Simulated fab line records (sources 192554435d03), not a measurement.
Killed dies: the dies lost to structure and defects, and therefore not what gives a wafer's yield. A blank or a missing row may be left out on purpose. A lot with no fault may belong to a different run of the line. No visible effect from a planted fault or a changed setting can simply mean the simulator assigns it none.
fab line records | flow n5_finfet
record lots=7 | wafers=21
route steps=1938 shown BEOL_M1@779 BEOL_M2@867 BEOL_M3@935
start_h: hours from the record's opening day to when the first of the lot's shown wafers began | wait_h: hours from the lot's prior step to this one | " unchanged from the row above | L1.1+2: a row that stands for several wafers | - value missing, or start not given | * or withheld: withheld | < > ~ a bound
route shown NAME@n: NAME is a module with steps in the file, n the number in the route of the first one | usual: the fault-free wafers' mean and standard deviation | same: alike in all rows | chamber/n: place in a boat | sites: each site's reading | _std_site: how widely they spread, as a standard deviation | _edge_site: mean of outer sites minus mean of inner sites | radius_mm: for every site, how far away it sits from the centre of the wafer | mask NAME#n: copy n | behind: the most recent tool/chamber to have shaped the wafer | hold: why the lot was held/for how many hours/how that ended | device: the n, p or np transistor that did not switch | end of line: the route-end tests of the same wafers | a step given without rows: its recipe and nothing more | killed: at the first sort, the dies lost to defects and structure; wafer yield is something else | map: a wafer's dies, marking killed ones x, the rest . and places with no die _
set.NAME: the setting that was run; set.NAME@STEP: the one run at that earlier step | model.NAME: the simulator's own value behind a step, which no gauge read
lots where settings were altered on purpose, with a table for each step and a row for each wafer
## steps
# step N5_BEOL_M1_COAT_76
# recipe resist=underlayer | temp_c=205 | time_s=60 | spin_rpm=1500 | resist_thk_nm=5
lot.wafer  | tool           | chamber | start_h | wait_h | set.spin_rpm
L075.3+4+6 | litho_track-02 | 0       | -       | -      | 1500
L078.3+4   | litho_track-03 | 0       | -       | -      | 1500
L078.6     | "              | 0       | "       | "      | 1628
L079.3+4+6 | litho_track-03 | 0       | -       | -      | 1500
L080.1+2   | litho_track-05 | 0       | -       | -      | 1500
L080.4     | "              | 0       | "       | "      | 1642
L086.2+3+5 | litho_track-03 | 0       | -       | -      | 1500
L090.1+6   | litho_track-02 | 0       | -       | -      | 1365
L090.4     | "              | 0       | "       | "      | 1500
L093.1     | litho_track-02 | 0       | -       | -      | 1368
L093.2+6   | "              | 0       | "       | "      | 1500
# step N5_BEOL_M1_COAT_22
# recipe resist=CAR-EUV | spin_rpm=1500 | resist_thk_nm=30
# step N5_BEOL_M1_EBR_24
# recipe solvent=PGMEA | ebr_width_mm=1.5
# step N5_BEOL_M1_DESCUM_33
# recipe chemistry=O2 | time_s=7 | source_power_w=50 | bias_power_w=20 | pressure_mtorr=20 | rf_frequency_hz=2.712e+07 | temp_c=40 | resist=CAR-EUV | o2_flow_sccm=225
# step N5_BEOL_M1_ETCH_77
# recipe chemistry=N2/H2 | target=underlayer | target_depth_a=65 | mask_material=CAR-EUV | time_s=5.2 | ion_energy_ev=200 | pressure_mtorr=30 | source_w=840 | bias_w=150 | n2_flow_sccm=200 | h2_flow_sccm=200 | ends=cleared
lot.wafer | tool        | chamber | start_h | wait_h | set.spin_rpm@BEOL_M1_COAT_76 | model.etch.depth_nm
L075.3    | rie_diel-03 | 3       | 143.53  | 0.0    | 1500                         | 4.974
L075.4    | "           | 0       | "       | "      | 1500                         | 4.982
L075.6    | "           | 2       | "       | "      | 1500                         | 5
L078.3    | rie_diel-06 | 2       | 147.71  | 0.0    | 1500                         | 5
L078.4    | "           | 3       | "       | "      | 1500                         | 5.002
L078.6    | "           | 3       | "       | "      | 1628                         | 4.784
L079.3    | rie_diel-06 | 3       | 149.76  | 0.0    | 1500                         | 4.991
L079.4    | "           | 0       | "       | "      | 1500                         | 4.995
L079.6    | "           | 0       | "       | "      | 1500                         | 5.001
L080.1    | rie_diel-01 | 3       | 159.01  | 0.0    | 1500                         | 5.017
L080.2    | "           | 2       | "       | "      | 1500                         | 5.014
L080.4    | "           | 1       | "       | "      | 1642                         | 4.779
L086.2    | rie_diel-01 | 1       | 201.22  | 0.0    | 1500                         | 4.986
L086.3    | "           | 3       | "       | "      | 1500                         | 4.99
L086.5    | "           | 0       | "       | "      | 1500                         | 4.987
L090.1    | rie_diel-06 | 3       | 220.38  | 0.0    | 1365                         | 5.231
L090.4    | "           | 0       | "       | "      | 1500                         | 5.014
L090.6    | "           | 0       | "       | "      | 1365                         | 5.256
L093.1    | rie_diel-01 | 0       | 239.51  | 0.0    | 1368                         | 5.237
L093.2    | "           | 2       | "       | "      | 1500                         | 5.021
L093.6    | "           | 1       | "       | "      | 1500                         | 5.003
# step N5_BEOL_M1_ETCH_69
# recipe chemistry=CF4 | target=SiARC | target_depth_a=156 | mask_material=CAR-EUV | time_s=26 | ion_energy_ev=80 | pressure_mtorr=40 | source_w=545 | bias_w=36 | Ar_flow_sccm=100 | cf4_flow_sccm=100 | ends=cleared
lot.wafer | tool        | chamber | start_h | wait_h | set.spin_rpm@BEOL_M1_COAT_68 | model.etch.depth_nm
L075.3    | rie_diel-03 | 3       | 143.54  | 0.0    | 1500                         | 12.02
L075.4    | "           | 0       | "       | "      | 1500                         | 12.05
L075.6    | "           | 2       | "       | "      | 1584                         | 11.74
L078.3    | rie_diel-06 | 2       | 147.73  | 0.0    | 1500                         | 12.02
L078.4+6  | "           | 3       | "       | "      | 1656                         | 11.42
L079.3    | rie_diel-06 | 3       | 149.77  | 0.0    | 1500                         | 11.99
L079.4    | "           | 0       | "       | "      | 1346                         | 12.61
L079.6    | "           | 0       | "       | "      | 1346                         | 12.67
L080.1    | rie_diel-01 | 3       | 159.03  | 0.0    | 1645                         | 11.48
L080.2    | "           | 2       | "       | "      | 1500                         | 12.03
L080.4    | "           | 1       | "       | "      | 1645                         | 11.52
L086.2    | rie_diel-01 | 1       | 201.24  | 0.0    | 1500                         | 12.02
L086.3    | "           | 3       | "       | "      | 1500                         | 12
L086.5    | "           | 0       | "       | "      | 1500                         | 12.01
L090.1    | rie_diel-06 | 3       | 220.39  | 0.0    | 1550                         | 11.85
L090.4    | "           | 0       | "       | "      | 1500                         | 12.04
L090.6    | "           | 0       | "       | "      | 1550                         | 11.84
L093.1    | rie_diel-01 | 0       | 239.52  | 0.0    | 1500                         | 12.03
L093.2    | "           | 2       | "       | "      | 1500                         | 12.02
L093.6    | "           | 1       | "       | "      | 1574                         | 11.76
# step N5_BEOL_M1_ALD_98
# recipe material=SiO2 | target_thk_a=25 | temp_c=100 | ald_precursor_family=BDEAS | ald_co_reactant=O2-plasma | pulse_time_s=1 | co_reactant_pulse_time_s=1 | purge_time_s=2 | co_reactant_purge_time_s=2 | ald_cycles=17 | pressure_torr=2
# step N5_BEOL_M1_ETCHBACK_99
# recipe chemistry=CHF3 | target=SiO2 | target_depth_a=50 | time_s=10.4 | source_w=215 | bias_w=47 | Ar_flow_sccm=200 | CHF3_flow_sccm=12 | ion_energy_ev=100 | pressure_mtorr=30
lot.wafer | tool        | chamber | start_h | wait_h | set.spin_rpm@BEOL_M1_COAT_68 | model.CAR-EUV_of_BEOL_M1_COAT_22.thk_nm
L075.3    | rie_diel-06 | 3       | 146.75  | 2.7    | 1500                         | 10.4
L075.4    | "           | 0       | "       | "      | 1500                         | 10.6
L075.6    | "           | 3       | "       | "      | 1584                         | 10.8
L078.3    | rie_diel-01 | 3       | 149.95  | 2.1    | 1500                         | 10.4
L078.4    | "           | 0       | "       | "      | 1656                         | 10.8
L078.6    | "           | 2       | "       | "      | 1656                         | 11
L080.1    | rie_diel-01 | 2       | 160.65  | 1.5    | 1645                         | 10.8
L080.2    | "           | 0       | "       | "      | 1500                         | 10.4
L080.4    | "           | 3       | "       | "      | 1645                         | 11
L079.3    | rie_diel-06 | 2       | 160.69  | 10.8   | 1500                         | 10.4
L079.4+6  | "           | 0,1     | "       | "      | 1346                         | 9.8
L086.2+5  | rie_diel-03 | 2       | 208.13  | 6.8    | 1500                         | 10.4
L086.3    | "           | 0       | "       | "      | 1500                         | 10.6
L090.1    | rie_diel-01 | 0       | 220.74  | 0.1    | 1550                         | 10.4
L090.4    | "           | 3       | "       | "      | 1500                         | 10.4
L090.6    | "           | 1       | "       | "      | 1550                         | 10.2
L093.1    | rie_diel-01 | 3       | 241.05  | 1.4    | 1500                         | 10.2
L093.2    | "           | 2       | "       | "      | 1500                         | 10.4
L093.6    | "           | 2       | "       | "      | 1574                         | 10.6
# step N5_BEOL_M1_TRENCH_ETCH_37
# recipe chemistry=C4F6/O2 | target_depth_a=552.07 | target=SiOC | time_s=29 | ion_energy_ev=250 | pressure_mtorr=30 | source_w=355 | bias_w=185 | Ar_flow_sccm=300 | C4F6_flow_sccm=10 | O2_flow_sccm=10
lot.wafer | tool        | chamber | start_h | wait_h | set.time_s | model.BEOL_M1.feature_depth_nm | model.etch.depth_nm
L075.3    | rie_diel-06 | 3       | -       | -      | 33.11      | 63.6                           | 63.52
L075.4    | "           | 0       | "       | "      | 29         | 54.4                           | 54.43
L075.6    | "           | 3       | "       | "      | 33.11      | 63.2                           | 63.24
L078.3    | rie_diel-01 | 3       | -       | -      | 27.16      | 52.4                           | 52.33
L078.4    | "           | 0       | "       | "      | 29         | 53.6                           | 53.55
L078.6    | "           | 2       | "       | "      | 27.16      | 52                             | 51.98
L080.1    | rie_diel-01 | 2       | -       | -      | 29         | 55.6                           | 55.55
L080.2    | "           | 0       | "       | "      | 29         | 54.2                           | 54.3
L080.4    | "           | 3       | "       | "      | 29         | 55.4                           | 55.49
L079.3    | rie_diel-06 | 2       | -       | -      | 29         | 54.6                           | 54.56
L079.4    | "           | 0       | "       | "      | 24.74      | 46.4                           | 46.32
L079.6    | "           | 1       | "       | "      | 29         | 55.4                           | 55.4
L086.2    | rie_diel-03 | 2       | -       | -      | 29         | 54.8                           | 54.87
L086.3    | "           | 0       | "       | "      | 29         | 55.6                           | 55.67
L086.5    | "           | 2       | "       | "      | 29         | 55                             | 54.96
L090.1    | rie_diel-01 | 0       | -       | -      | 31.51      | 58.2                           | 58.23
L090.4    | "           | 3       | "       | "      | 29         | 56                             | 55.95
L090.6    | "           | 1       | "       | "      | 29         | 55                             | 54.98
L093.1    | rie_diel-01 | 3       | -       | -      | 30.79      | 58.8                           | 58.75
L093.2    | "           | 2       | "       | "      | 29         | 55.6                           | 55.53
L093.6    | "           | 2       | "       | "      | 30.79      | 59                             | 58.99
# step N5_BEOL_M1_ETCH_41
# recipe chemistry=CH3F/O2 | target=SiCN | target_depth_a=319 | taper_deg=2 | time_s=57.8 | ion_energy_ev=120 | mask_material=TiN | pressure_mtorr=30 | source_w=395 | bias_w=75 | Ar_flow_sccm=150 | CH3F_flow_sccm=30 | O2_flow_sccm=20
# step N5_BEOL_M1_STRIP_97
# recipe chemistry=N2/H2 | time_s=10 | power_w=450 | temp_c=40 | pressure_mtorr=20 | rf_frequency_hz=6e+07 | bias_power_w=7 | n2_flow_sccm=200 | h2_flow_sccm=200
# step N5_BEOL_M1_OCD_MEAS_38
# usual trench_depth_nm=55.1/0.86
lot.wafer | tool   | chamber | start_h | wait_h | set.time_s@BEOL_M1_TRENCH_ETCH_37 | trench_depth_nm
L075.3    | ocd-02 | -       | 147.14  | -      | 33.11                             | 63.0
L075.4    | "      | -       | "       | "      | 29                                | 54.7
L075.6    | "      | -       | "       | "      | 33.11                             | 63.9
L078.3    | ocd-02 | -       | 150.34  | -      | 27.16                             | 52.5
L078.4    | "      | -       | "       | "      | 29                                | 53.2
L078.6    | "      | -       | "       | "      | 27.16                             | 52.4
L080.1    | ocd-02 | -       | 161.04  | -      | 29                                | 55.1
L080.2    | "      | -       | "       | "      | 29                                | 54.5
L080.4    | "      | -       | "       | "      | 29                                | 56.0
L079.3    | ocd-01 | -       | 161.08  | -      | 29                                | 54.8
L079.4    | "      | -       | "       | "      | 24.74                             | 46.0
L079.6    | "      | -       | "       | "      | 29                                | 55.2
L086.2    | ocd-01 | -       | 208.53  | -      | 29                                | 54.7
L086.3    | "      | -       | "       | "      | 29                                | 55.7
L086.5    | "      | -       | "       | "      | 29                                | 54.4
L090.1    | ocd-01 | -       | 221.13  | -      | 31.51                             | 58.3
L090.4    | "      | -       | "       | "      | 29                                | 55.9
L090.6    | "      | -       | "       | "      | 29                                | 54.6
L093.1    | ocd-02 | -       | 241.44  | -      | 30.79                             | 58.8
L093.2    | "      | -       | "       | "      | 29                                | 55.6
L093.6    | "      | -       | "       | "      | 30.79                             | 59.2
# step N5_BEOL_M2_COAT_67
# recipe resist=SOC | temp_c=250 | time_s=60 | spin_rpm=1500 | resist_thk_nm=60
lot.wafer | tool           | chamber | start_h | wait_h | set.spin_rpm | model.SOC_of_BEOL_M2_COAT_67.thk_nm
L075.3+4  | litho_track-01 | 0       | 154.49  | 0.0    | 1500         | 60.2
L075.6    | "              | 0       | "       | "      | 1344         | 63.6
L078.3    | litho_track-04 | 0       | 155.73  | 0.0    | 1500         | 60.2
L078.4+6  | "              | 0       | "       | "      | 1439         | 61.2
L080.1+2  | litho_track-02 | 0       | 168.58  | 0.0    | 1500         | 60.2
L080.4    | "              | 0       | "       | "      | 1434         | 61.6
L079.3    | litho_track-02 | 0       | 168.93  | 0.0    | 1452         | 61.2
L079.4    | "              | 0       | "       | "      | 1452         | 61
L079.6    | "              | 0       | "       | "      | 1500         | 60
L086.2+3  | litho_track-01 | 0       | 216.21  | 0.0    | 1500         | 60.6
L086.5    | "              | 0       | "       | "      | 1500         | 60.8
L090.1+4  | litho_track-01 | 0       | 227.04  | 0.0    | 1500         | 60.6
L090.6    | "              | 0       | "       | "      | 1500         | 60.8
L093.1    | litho_track-01 | 0       | 247.20  | 0.0    | 1570         | 59
L093.2    | "              | 0       | "       | "      | 1500         | 60.4
L093.6    | "              | 0       | "       | "      | 1570         | 58.8
# step N5_BEOL_M2_DESCUM_33
# recipe chemistry=O2 | time_s=7 | source_power_w=50 | bias_power_w=20 | pressure_mtorr=20 | rf_frequency_hz=2.712e+07 | temp_c=40 | resist=CAR-EUV | o2_flow_sccm=225
lot.wafer  | tool        | chamber | start_h | wait_h | set.time_s | model.CAR-EUV_of_BEOL_M2_COAT_22.thk_nm
L075.3+4   | rie_diel-04 | 0,3     | 154.90  | 0.0    | 5.648      | 27
L075.6     | "           | 0       | "       | "      | 7          | 26.2
L078.3     | rie_diel-04 | 2       | 156.27  | 0.0    | 7.925      | 25.8
L078.4     | "           | 1       | "       | "      | 7.925      | 25.6
L078.6     | "           | 1       | "       | "      | 7          | 26.2
L080.1+2   | rie_diel-04 | 0,3     | 168.98  | 0.0    | 5.892      | 26.8
L080.4     | "           | 3       | "       | "      | 7          | 26.2
L079.3+4+6 | rie_diel-04 | 3,2,0   | 169.33  | 0.0    | 7          | 26.2
L086.2+3+5 | rie_diel-05 | 3,1,1   | 218.44  | 1.9    | 7          | 26.4
L090.1     | rie_diel-02 | 2       | 227.98  | 0.4    | 5.467      | 26.8
L090.4     | "           | 1       | "       | "      | 5.467      | 27
L090.6     | "           | 0       | "       | "      | 7          | 26.2
L093.1+6   | rie_diel-04 | 1       | 247.61  | 0.0    | 7          | 26
L093.2     | "           | 3       | "       | "      | 7          | 26.2
# step N5_BEOL_M2_ETCH_77
# recipe chemistry=N2/H2 | target=underlayer | target_depth_a=65 | mask_material=CAR-EUV | time_s=5.2 | ion_energy_ev=200 | pressure_mtorr=30 | source_w=840 | bias_w=150 | n2_flow_sccm=200 | h2_flow_sccm=200 | ends=cleared
lot.wafer  | tool        | chamber | start_h | wait_h | set.time_s@BEOL_M2_DESCUM_33 | model.CAR-EUV_of_BEOL_M2_COAT_22.thk_nm
L075.3+4   | rie_diel-04 | 0,3     | 154.93  | 0.0    | 5.648                        | 21.2
L075.6     | "           | 0       | "       | "      | 7                            | 20.4
L078.3+4   | rie_diel-04 | 2,1     | 156.30  | 0.0    | 7.925                        | 20
L078.6     | "           | 1       | "       | "      | 7                            | 20.4
L080.1+2   | rie_diel-04 | 0,3     | 169.02  | 0.0    | 5.892                        | 21
L080.4     | "           | 3       | "       | "      | 7                            | 20.4
L079.3+4   | rie_diel-04 | 3,2     | 169.36  | 0.0    | 7                            | 20.6
L079.6     | "           | 0       | "       | "      | 7                            | 20.4
L086.2+3+5 | rie_diel-05 | 3,1,1   | 218.48  | 0.0    | 7                            | 20.6
L090.1     | rie_diel-02 | 2       | 228.02  | 0.0    | 5.467                        | 21
L090.4     | "           | 1       | "       | "      | 5.467                        | 21.2
L090.6     | "           | 0       | "       | "      | 7                            | 20.4
L093.1     | rie_diel-04 | 1       | 247.64  | 0.0    | 7                            | 20.2
L093.2+6   | "           | 3,1     | "       | "      | 7                            | 20.4
# step N5_BEOL_M2_ETCH_69
# recipe chemistry=CF4 | target=SiARC | target_depth_a=156 | mask_material=CAR-EUV | time_s=26 | ion_energy_ev=80 | pressure_mtorr=40 | source_w=545 | bias_w=36 | Ar_flow_sccm=100 | cf4_flow_sccm=100 | ends=cleared
# step N5_BEOL_M2_ALD_98
# recipe material=SiO2 | target_thk_a=25 | temp_c=100 | ald_precursor_family=BDEAS | ald_co_reactant=O2-plasma | pulse_time_s=1 | co_reactant_pulse_time_s=1 | purge_time_s=2 | co_reactant_purge_time_s=2 | ald_cycles=17 | pressure_torr=2
# step N5_BEOL_M2_ETCHBACK_99
# recipe chemistry=CHF3 | target=SiO2 | target_depth_a=50 | time_s=10.4 | source_w=215 | bias_w=47 | Ar_flow_sccm=200 | CHF3_flow_sccm=12 | ion_energy_ev=100 | pressure_mtorr=30
lot.wafer  | tool        | chamber | start_h | wait_h | set.time_s@BEOL_M2_DESCUM_33 | model.CAR-EUV_of_BEOL_M2_COAT_22.thk_nm
L075.3+4   | rie_diel-05 | 3,1     | 160.73  | 5.6    | 5.648                        | 11.2
L075.6     | "           | 1       | "       | "      | 7                            | 10.6
L078.3+4   | rie_diel-02 | 3,1     | 164.01  | 7.1    | 7.925                        | 10
L078.6     | "           | 3       | "       | "      | 7                            | 10.6
L080.1+2   | rie_diel-02 | 3,0     | 169.25  | 0.1    | 5.892                        | 11
L080.4     | "           | 2       | "       | "      | 7                            | 10.4
L079.3+4   | rie_diel-02 | 2,3     | 169.63  | 0.1    | 7                            | 10.6
L079.6     | "           | 2       | "       | "      | 7                            | 10.4
L086.2+3+5 | rie_diel-02 | 2,3,1   | 221.10  | 2.4    | 7                            | 10.6
L090.1     | rie_diel-04 | 3       | 230.53  | 2.4    | 5.467                        | 11
L090.4     | "           | 0       | "       | "      | 5.467                        | 11.2
L090.6     | "           | 3       | "       | "      | 7                            | 10.4
L093.1     | rie_diel-02 | 0       | 261.64  | 13.5   | 7                            | 10.2
L093.2+6   | "           | 3,2     | "       | "      | 7                            | 10.4
# step N5_BEOL_M2_ETCH_70
# recipe chemistry=N2/H2 | target=SOC | target_depth_a=800 | overetch_a=240 | mask_material=SiARC | temp_c=40 | time_s=130 | ion_energy_ev=200 | pressure_mtorr=30 | source_w=840 | bias_w=150 | n2_flow_sccm=200 | h2_flow_sccm=200
lot.wafer | tool        | chamber | start_h | wait_h | set.spin_rpm@BEOL_M2_COAT_67 | model.etch.depth_nm
L075.3    | rie_diel-05 | 3       | 160.76  | 0.0    | 1500                         | 60.18
L075.4    | "           | 1       | "       | "      | 1500                         | 60.16
L075.6    | "           | 1       | "       | "      | 1344                         | 63.52
L078.3    | rie_diel-02 | 3       | 164.04  | 0.0    | 1500                         | 60.21
L078.4    | "           | 1       | "       | "      | 1439                         | 61.3
L078.6    | "           | 3       | "       | "      | 1439                         | 61.26
L080.1    | rie_diel-02 | 3       | 169.29  | 0.0    | 1500                         | 60.18
L080.2    | "           | 0       | "       | "      | 1500                         | 60.2
L080.4    | "           | 2       | "       | "      | 1434                         | 61.54
L079.3    | rie_diel-02 | 2       | 169.67  | 0.0    | 1452                         | 61.22
L079.4    | "           | 3       | "       | "      | 1452                         | 61.06
L079.6    | "           | 2       | "       | "      | 1500                         | 60.06
L086.2    | rie_diel-02 | 2       | 221.13  | 0.0    | 1500                         | 60.67
L086.3    | "           | 3       | "       | "      | 1500                         | 60.5
L086.5    | "           | 1       | "       | "      | 1500                         | 60.76
L090.1    | rie_diel-04 | 3       | 230.57  | 0.0    | 1500                         | 60.61
L090.4    | "           | 0       | "       | "      | 1500                         | 60.55
L090.6    | "           | 3       | "       | "      | 1500                         | 60.75
L093.1    | rie_diel-02 | 0       | 261.68  | 0.0    | 1570                         | 58.93
L093.2    | "           | 3       | "       | "      | 1500                         | 60.39
L093.6    | "           | 2       | "       | "      | 1570                         | 58.85
# step N5_BEOL_M2_STRIP_71
# recipe chemistry=N2/H2 | temp_c=40 | n2_flow_sccm=200 | h2_flow_sccm=200 | rf_frequency_hz=6e+07
# step N5_BEOL_M2_STRIP_78
# recipe chemistry=N2/H2 | temp_c=40 | n2_flow_sccm=200 | h2_flow_sccm=200 | rf_frequency_hz=6e+07
# step N5_BEOL_M2_VIA_ETCH_34
# recipe chemistry=C4F6/O2 | target_depth_a=694 | mask_material=SOC | pressure_mtorr=15 | ion_energy_ev=250 | taper_deg=4 | time_s=65.9 | source_w=350 | bias_w=170 | Ar_flow_sccm=300 | C4F6_flow_sccm=10 | O2_flow_sccm=10
lot.wafer | tool        | chamber | start_h | wait_h | set.spin_rpm@BEOL_M2_COAT_67 | model.SOC_of_BEOL_M2_COAT_67.thk_nm
L075.3+4  | rie_diel-05 | 3,1     | 160.87  | 0.0    | 1500                         | 52.2
L075.6    | "           | 1       | "       | "      | 1344                         | 55.6
L078.3    | rie_diel-02 | 3       | 164.15  | 0.0    | 1500                         | 52.2
L078.4+6  | "           | 1,3     | "       | "      | 1439                         | 53.2
L080.1+2  | rie_diel-02 | 3,0     | 169.39  | 0.0    | 1500                         | 52.2
L080.4    | "           | 2       | "       | "      | 1434                         | 53.6
L079.3    | rie_diel-02 | 2       | 169.77  | 0.0    | 1452                         | 53.2
L079.4    | "           | 3       | "       | "      | 1452                         | 52.8
L079.6    | "           | 2       | "       | "      | 1500                         | 52
L086.2    | rie_diel-02 | 2       | 221.24  | 0.0    | 1500                         | 52.8
L086.3    | "           | 3       | "       | "      | 1500                         | 52.4
L086.5    | "           | 1       | "       | "      | 1500                         | 52.6
L090.1+4  | rie_diel-04 | 3,0     | 230.68  | 0.0    | 1500                         | 52.8
L090.6    | "           | 3       | "       | "      | 1500                         | 53
L093.1+6  | rie_diel-02 | 0,2     | 261.78  | 0.0    | 1570                         | 51
L093.2    | "           | 3       | "       | "      | 1500                         | 52.4
# step N5_BEOL_M3_COAT_61
# recipe resist=SOC | temp_c=250 | time_s=60 | spin_rpm=1500 | resist_thk_nm=60
lot.wafer | tool           | chamber | start_h | wait_h | set.spin_rpm | model.SOC_of_BEOL_M3_COAT_61.thk_nm
L075.3    | litho_track-03 | 0       | 168.23  | 0.1    | 1500         | 60
L075.4    | "              | 0       | "       | "      | 1395         | 62.2
L075.6    | "              | 0       | "       | "      | 1395         | 62
L078.3+6  | litho_track-05 | 0       | 168.82  | 0.1    | 1500         | 60
L078.4    | "              | 0       | "       | "      | 1500         | 60.2
L080.1    | litho_track-05 | 0       | 174.17  | 0.1    | 1420         | 61.6
L080.2+4  | "              | 0       | "       | "      | 1500         | 60
L079.3    | litho_track-04 | 0       | 177.05  | 0.1    | 1500         | 60
L079.4+6  | "              | 0       | "       | "      | 1500         | 60.2
L086.2+5  | litho_track-05 | 0       | 225.71  | 0.1    | 1500         | 60.2
L086.3    | "              | 0       | "       | "      | 1500         | 60
L090.1+4  | litho_track-05 | 0       | 235.57  | 0.1    | 1500         | 60.2
L090.6    | "              | 0       | "       | "      | 1403         | 62.2
L093.1    | litho_track-05 | 0       | 270.25  | 0.1    | 1615         | 58
L093.2    | "              | 0       | "       | "      | 1615         | 57.8
L093.6    | "              | 0       | "       | "      | 1615         | 57.6
## key
split step=N5_BEOL_M1_COAT_76 | setting=spin_rpm | stated=1500 | by=wafer
response step=N5_BEOL_M1_ETCH_77 | reading=model.etch.depth_nm | change=-0.0254 | per=1% | r=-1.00
split step=N5_BEOL_M1_TRENCH_ETCH_37 | setting=time_s | stated=29 | by=wafer
response step=N5_BEOL_M1_TRENCH_ETCH_37 | reading=model.BEOL_M1.feature_depth_nm | change=+0.538 | per=1% | r=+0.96
response step=N5_BEOL_M1_TRENCH_ETCH_37 | reading=model.etch.depth_nm | change=+0.54 | per=1% | r=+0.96
response step=N5_BEOL_M1_OCD_MEAS_38 | reading=trench_depth_nm | change=+0.544 | per=1% | r=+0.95
split step=N5_BEOL_M2_COAT_67 | setting=spin_rpm | stated=1500 | by=wafer
response step=N5_BEOL_M2_COAT_67 | reading=model.SOC_of_BEOL_M2_COAT_67.thk_nm | change=-0.319 | per=1% | r=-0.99
response step=N5_BEOL_M2_ETCH_70 | reading=model.etch.depth_nm | change=-0.315 | per=1% | r=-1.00
response step=N5_BEOL_M2_VIA_ETCH_34 | reading=model.SOC_of_BEOL_M2_COAT_67.thk_nm | change=-0.314 | per=1% | r=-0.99
split step=N5_BEOL_M2_DESCUM_33 | setting=time_s | stated=7 | by=wafer
response step=N5_BEOL_M2_DESCUM_33 | reading=model.CAR-EUV_of_BEOL_M2_COAT_22.thk_nm | change=-0.0367 | per=1% | r=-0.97
response step=N5_BEOL_M2_ETCH_77 | reading=model.CAR-EUV_of_BEOL_M2_COAT_22.thk_nm | change=-0.0357 | per=1% | r=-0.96
response step=N5_BEOL_M2_ETCHBACK_99 | reading=model.CAR-EUV_of_BEOL_M2_COAT_22.thk_nm | change=-0.0347 | per=1% | r=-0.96
split step=N5_BEOL_M3_COAT_61 | setting=spin_rpm | stated=1500 | by=wafer
response step=N5_BEOL_M3_COAT_61 | reading=model.SOC_of_BEOL_M3_COAT_61.thk_nm | change=-0.303 | per=1% | r=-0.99
split outside_this_file step=N5_BEOL_M1_COAT_68 setting=spin_rpm
# split outside_this_file: this setting was split too, and the file shows its column; the key of that split is in another file
